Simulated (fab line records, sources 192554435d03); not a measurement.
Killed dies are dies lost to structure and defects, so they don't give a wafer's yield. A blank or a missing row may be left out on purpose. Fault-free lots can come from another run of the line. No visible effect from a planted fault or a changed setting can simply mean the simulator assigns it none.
Which of the tools did it? || flow n5 finfet || 34 wafers from 12 lots sampled at 4 of the route's 1938 steps

== WHAT THE GAUGES SHOWED, per wafer ==
Not one reading of a measure or inspect step in the record can be checked against a usual standard deviation.

== TOOL THAT RAN EACH LOT (tool first, then ch and the chambers of the sampled wafers, then the start) ==
{"lot": "L909", "N5_BEOL_M5_PRE_CLEAN_77": "cvd co-02 ch 0,2, day 9 05:39", "N5_BEOL_M5_DEP_56": "pecvd-02 ch 0,1, day 9 05:49", "N5_BEOL_M6_ETCH_41": "rie diel-01 ch 0,1, day 9 11:21", "N5_BEOL_M6_CURE_75": "uv cure-01 ch 1, day 9 11:40"}
{"lot": "L908", "N5_BEOL_M5_PRE_CLEAN_77": "cvd co-02 ch 0,1,2, day 9 08:01", "N5_BEOL_M5_DEP_56": "pecvd-02 ch 1,2, day 9 08:11", "N5_BEOL_M6_ETCH_41": "rie diel-03 ch 2,3, day 9 18:08", "N5_BEOL_M6_CURE_75": "uv cure-02 ch 2, day 9 18:31"}
{"lot": "L910", "N5_BEOL_M5_PRE_CLEAN_77": "cvd co-01 ch 0,1, day 10 01:10", "N5_BEOL_M5_DEP_56": "pecvd-04 ch 1, day 10 01:19", "N5_BEOL_M6_ETCH_41": "rie diel-01 ch 3, day 10 05:26", "N5_BEOL_M6_CURE_75": "uv cure-01 ch 1, day 10 05:52"}
{"lot": "L914", "N5_BEOL_M5_PRE_CLEAN_77": "cvd co-01 ch 1,2, day 10 11:17", "N5_BEOL_M5_DEP_56": "pecvd-02 ch 0,2, day 10 11:27", "N5_BEOL_M6_ETCH_41": "rie diel-04 ch 0,1, day 10 16:21", "N5_BEOL_M6_CURE_75": "uv cure-02 ch 2, day 10 16:43"}
{"lot": "L913", "N5_BEOL_M5_PRE_CLEAN_77": "cvd co-01 ch 1,2, day 10 18:32", "N5_BEOL_M5_DEP_56": "pecvd-03 ch 1,2, day 10 18:41", "N5_BEOL_M6_ETCH_41": "rie diel-04 ch 0,2,3, day 10 23:52", "N5_BEOL_M6_CURE_75": "uv cure-03 ch 2, day 11 00:13"}
{"lot": "L919", "N5_BEOL_M5_PRE_CLEAN_77": "cvd co-02 ch 0,1, day 12 22:02", "N5_BEOL_M5_DEP_56": "pecvd-04 ch 0,2, day 12 22:12", "N5_BEOL_M6_ETCH_41": "rie diel-04 ch 0,2,3, day 13 06:56", "N5_BEOL_M6_CURE_75": "uv cure-03 ch 2, day 13 07:15"}
{"lot": "L920", "N5_BEOL_M5_PRE_CLEAN_77": "cvd co-01 ch 0,1, day 12 23:46", "N5_BEOL_M5_DEP_56": "pecvd-02 ch 1,2, day 12 23:55", "N5_BEOL_M6_ETCH_41": "rie diel-04 ch 0,1,3, day 13 06:20", "N5_BEOL_M6_CURE_75": "uv cure-02 ch 0, day 13 06:39"}
{"lot": "L922", "N5_BEOL_M5_PRE_CLEAN_77": "cvd co-01 ch 1,2, day 13 07:22", "N5_BEOL_M5_DEP_56": "pecvd-03 ch 0,1,2, day 13 07:31", "N5_BEOL_M6_ETCH_41": "rie diel-03 ch 0,3, day 13 13:18", "N5_BEOL_M6_CURE_75": "uv cure-03 ch 1, day 13 13:43"}
{"lot": "L923", "N5_BEOL_M5_PRE_CLEAN_77": "cvd co-02 ch 0,1,2, day 13 21:10", "N5_BEOL_M5_DEP_56": "pecvd-02 ch 0,1, day 13 21:19", "N5_BEOL_M6_ETCH_41": "rie diel-01 ch 0,2,3, day 14 05:43", "N5_BEOL_M6_CURE_75": "uv cure-03 ch 0, day 14 06:02"}
{"lot": "L925", "N5_BEOL_M5_PRE_CLEAN_77": "cvd co-02 ch 0,1, day 14 06:04", "N5_BEOL_M5_DEP_56": "pecvd-02 ch 0,1, day 14 06:14", "N5_BEOL_M6_ETCH_41": "rie diel-03 ch 0,3, day 14 10:55", "N5_BEOL_M6_CURE_75": "uv cure-02 ch 2, day 14 11:17"}
{"lot": "L929", "N5_BEOL_M5_PRE_CLEAN_77": "cvd co-01 ch 0,1, day 14 13:04", "N5_BEOL_M5_DEP_56": "pecvd-04 ch 0,2, day 14 13:14", "N5_BEOL_M6_ETCH_41": "rie diel-01 ch 0,2, day 14 17:25", "N5_BEOL_M6_CURE_75": "uv cure-01 ch 0, day 14 17:44"}
{"lot": "L928", "N5_BEOL_M5_PRE_CLEAN_77": "cvd co-01 ch 0,1,2, day 14 17:42", "N5_BEOL_M5_DEP_56": "pecvd-04 ch 0,1,2, day 14 17:52", "N5_BEOL_M6_ETCH_41": "rie diel-01 ch 1,2,3, day 14 21:50", "N5_BEOL_M6_CURE_75": "uv cure-03 ch 0, day 14 22:15"}
- N5_BEOL_M5_PRE_CLEAN_77: time 15 s.
- N5_BEOL_M5_DEP_56: deposits SiCN from 3MS/NH3, target thk 8 nm, time 14 s.
- N5_BEOL_M6_ETCH_41: etches SiCN in CH3F/O2, target depth 29.7 nm, time 52 s.
- N5_BEOL_M6_CURE_75: cures SiCOH lowk, time 120 s.

== AS READ BY THE TOOLS THEMSELVES (means over the sampled wafers that have a number; for cases with no such wafer, the mark the record gives instead) ==
N5_BEOL_M5_PRE_CLEAN_77.
{"lot": "L909", "tool": "cvd co-02", "heater power w (W)": 66}
{"lot": "L908", "tool": "cvd co-02", "heater power w (W)": 79}
{"lot": "L910", "tool": "cvd co-01", "heater power w (W)": 78}
{"lot": "L914", "tool": "cvd co-01", "heater power w (W)": 104}
{"lot": "L913", "tool": "cvd co-01", "heater power w (W)": 103}
{"lot": "L919", "tool": "cvd co-02", "heater power w (W)": 65}
{"lot": "L920", "tool": "cvd co-01", "heater power w (W)": 78}
{"lot": "L922", "tool": "cvd co-01", "heater power w (W)": 92}
{"lot": "L923", "tool": "cvd co-02", "heater power w (W)": 79}
{"lot": "L925", "tool": "cvd co-02", "heater power w (W)": 78}
{"lot": "L929", "tool": "cvd co-01", "heater power w (W)": 78}
{"lot": "L928", "tool": "cvd co-01", "heater power w (W)": 92}

N5_BEOL_M5_DEP_56.
{"lot": "L909", "tool": "pecvd-02", "showerhead plenum p Torr (Torr)": 3.659, "throttle valve pct (%)": 9.07}
{"lot": "L908", "tool": "pecvd-02", "showerhead plenum p Torr (Torr)": 3.670, "throttle valve pct (%)": 8.84}
{"lot": "L910", "tool": "pecvd-04", "showerhead plenum p Torr (Torr)": 3.658, "throttle valve pct (%)": 9.15}
{"lot": "L914", "tool": "pecvd-02", "showerhead plenum p Torr (Torr)": 3.662, "throttle valve pct (%)": 9.02}
{"lot": "L913", "tool": "pecvd-03", "showerhead plenum p Torr (Torr)": 3.643, "throttle valve pct (%)": 8.90}
{"lot": "L919", "tool": "pecvd-04", "showerhead plenum p Torr (Torr)": 3.678, "throttle valve pct (%)": 9.16}
{"lot": "L920", "tool": "pecvd-02", "showerhead plenum p Torr (Torr)": 3.670, "throttle valve pct (%)": 8.81}
{"lot": "L922", "tool": "pecvd-03", "showerhead plenum p Torr (Torr)": 3.647, "throttle valve pct (%)": 8.79}
{"lot": "L923", "tool": "pecvd-02", "showerhead plenum p Torr (Torr)": 3.663, "throttle valve pct (%)": 9.07}
{"lot": "L925", "tool": "pecvd-02", "showerhead plenum p Torr (Torr)": 3.665, "throttle valve pct (%)": 8.88}
{"lot": "L929", "tool": "pecvd-04", "showerhead plenum p Torr (Torr)": 3.685, "throttle valve pct (%)": 8.99}
{"lot": "L928", "tool": "pecvd-04", "showerhead plenum p Torr (Torr)": 3.675, "throttle valve pct (%)": 9.19}

N5_BEOL_M6_ETCH_41.
{"lot": "L909", "tool": "rie diel-01", "drypump motor current A (A)": 5.3, "oes product au (a.u.)": 0.91, "rf vpp V (V)": 298.3, "run length s (s)": 74.8, "showerhead plenum p Torr (Torr)": 2.02, "throttle valve pct (%)": 16.10}
{"lot": "L908", "tool": "rie diel-03", "drypump motor current A (A)": 5.5, "oes product au (a.u.)": 0.76, "rf vpp V (V)": 296.8, "run length s (s)": 74.9, "showerhead plenum p Torr (Torr)": 1.98, "throttle valve pct (%)": 16.34}
{"lot": "L910", "tool": "rie diel-01", "drypump motor current A (A)": 4.9, "oes product au (a.u.)": 0.89, "rf vpp V (V)": 298.6, "run length s (s)": 75.2, "showerhead plenum p Torr (Torr)": 2.03, "throttle valve pct (%)": 16.08}
{"lot": "L914", "tool": "rie diel-04", "drypump motor current A (A)": 5.6, "oes product au (a.u.)": 0.90, "rf vpp V (V)": 297.0, "run length s (s)": 74.9, "showerhead plenum p Torr (Torr)": 1.96, "throttle valve pct (%)": 16.37}
{"lot": "L913", "tool": "rie diel-04", "drypump motor current A (A)": 5.5, "oes product au (a.u.)": 0.87, "rf vpp V (V)": 297.3, "run length s (s)": 75.1, "showerhead plenum p Torr (Torr)": 2.03, "throttle valve pct (%)": 16.20}
{"lot": "L919", "tool": "rie diel-04", "drypump motor current A (A)": 5.5, "oes product au (a.u.)": 0.84, "rf vpp V (V)": 298.2, "run length s (s)": 83.3, "showerhead plenum p Torr (Torr)": 2.03, "throttle valve pct (%)": 16.23}
{"lot": "L920", "tool": "rie diel-04", "drypump motor current A (A)": 5.8, "oes product au (a.u.)": 0.86, "rf vpp V (V)": 297.6, "run length s (s)": 83.4, "showerhead plenum p Torr (Torr)": 2.01, "throttle valve pct (%)": 16.39}
{"lot": "L922", "tool": "rie diel-03", "drypump motor current A (A)": 5.4, "oes product au (a.u.)": 0.73, "rf vpp V (V)": 297.0, "run length s (s)": 75.1, "showerhead plenum p Torr (Torr)": 1.97, "throttle valve pct (%)": 16.32}
{"lot": "L923", "tool": "rie diel-01", "drypump motor current A (A)": 5.5, "oes product au (a.u.)": 0.85, "rf vpp V (V)": 298.3, "run length s (s)": 75.2, "showerhead plenum p Torr (Torr)": 2.04, "throttle valve pct (%)": 16.22}
{"lot": "L925", "tool": "rie diel-03", "drypump motor current A (A)": 5.5, "oes product au (a.u.)": 0.73, "rf vpp V (V)": 298.1, "run length s (s)": 75.1, "showerhead plenum p Torr (Torr)": 2.00, "throttle valve pct (%)": 16.30}
{"lot": "L929", "tool": "rie diel-01", "drypump motor current A (A)": 5.7, "oes product au (a.u.)": 0.84, "rf vpp V (V)": 297.7, "run length s (s)": 75.3, "showerhead plenum p Torr (Torr)": 2.01, "throttle valve pct (%)": 16.28}
{"lot": "L928", "tool": "rie diel-01", "drypump motor current A (A)": 5.4, "oes product au (a.u.)": 0.85, "rf vpp V (V)": 298.6, "run length s (s)": 75.4, "showerhead plenum p Torr (Torr)": 2.06, "throttle valve pct (%)": 16.19}

N5_BEOL_M6_CURE_75.
{"lot": "L909", "tool": "uv cure-01", "lamp power pct (%)": 52.34, "wafer_temp_C_max": 371.4}
{"lot": "L908", "tool": "uv cure-02", "lamp power pct (%)": 52.36, "wafer_temp_C_max": 371.5}
{"lot": "L910", "tool": "uv cure-01", "lamp power pct (%)": 52.35, "wafer_temp_C_max": 371.9}
{"lot": "L914", "tool": "uv cure-02", "lamp power pct (%)": 52.31, "wafer_temp_C_max": 371.7}
{"lot": "L913", "tool": "uv cure-03", "lamp power pct (%)": 52.27, "wafer_temp_C_max": 371.9}
{"lot": "L919", "tool": "uv cure-03", "lamp power pct (%)": 52.38, "wafer_temp_C_max": 371.7}
{"lot": "L920", "tool": "uv cure-02", "lamp power pct (%)": 52.33, "wafer_temp_C_max": 372.0}
{"lot": "L922", "tool": "uv cure-03", "lamp power pct (%)": 52.32, "wafer_temp_C_max": 371.1}
{"lot": "L923", "tool": "uv cure-03", "lamp power pct (%)": 52.24, "wafer_temp_C_max": 371.2}
{"lot": "L925", "tool": "uv cure-02", "lamp power pct (%)": 52.32, "wafer_temp_C_max": 371.6}
{"lot": "L929", "tool": "uv cure-01", "lamp power pct (%)": 52.36, "wafer_temp_C_max": 371.0}
{"lot": "L928", "tool": "uv cure-03", "lamp power pct (%)": 52.28, "wafer_temp_C_max": 371.4}

== THE ANSWER, worked out from the rows above alone ==
Rule: the usual values come from the lots themselves. Put in order of their means at a reading, lots are off if they are a third of the lots or fewer, leave a main group of 4 or more, and stand apart from it by a gap of 3 or more times the standard deviation of the main group's means; of several such gaps the widest counts. If all means in a main group match to the digits the tables above print for the reading, that group is not used. A lot without any number at a reading at which 4 lots or more have one is off too. All remaining lots with rows at the step are treated as sound. Order of review: gauges by route order, followed by the tools' own readings, for which a lot's mean as printed above is used. The first step at which some lot is off is used, and at that step the reading that is off furthest; a lot without a number counts as furthest.
Off at N5_BEOL_M6_ETCH_41 (run length s): L919, L920. The main group: mean 75.1 s, standard deviation 0.18.
A tool fits if, at that step or a process step before it, it ran every lot that is off, and no sound lot after the first of them. One fits: rie diel-04 at N5_BEOL_M6_ETCH_41. A fault onset in the window from L913 (day 10 23:52, its last sound lot) to L920 (day 13 06:20, its first lot off) fits.
On the lots that are off, the tool's own readings at N5_BEOL_M6_ETCH_41 differ by more than 5 times the standard deviation of the sound lots' means, which bears it out; run length s reads 83.3 s there versus 75.1 s on the sound lots.

== WHAT THE SIMULATOR PUT IN ==
Process parameter drift: rie diel-04, from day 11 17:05 on, at N5_BEOL_M6_ETCH_41. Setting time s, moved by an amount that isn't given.
Shown lots that were struck: L919, L920. The rule above found the same.
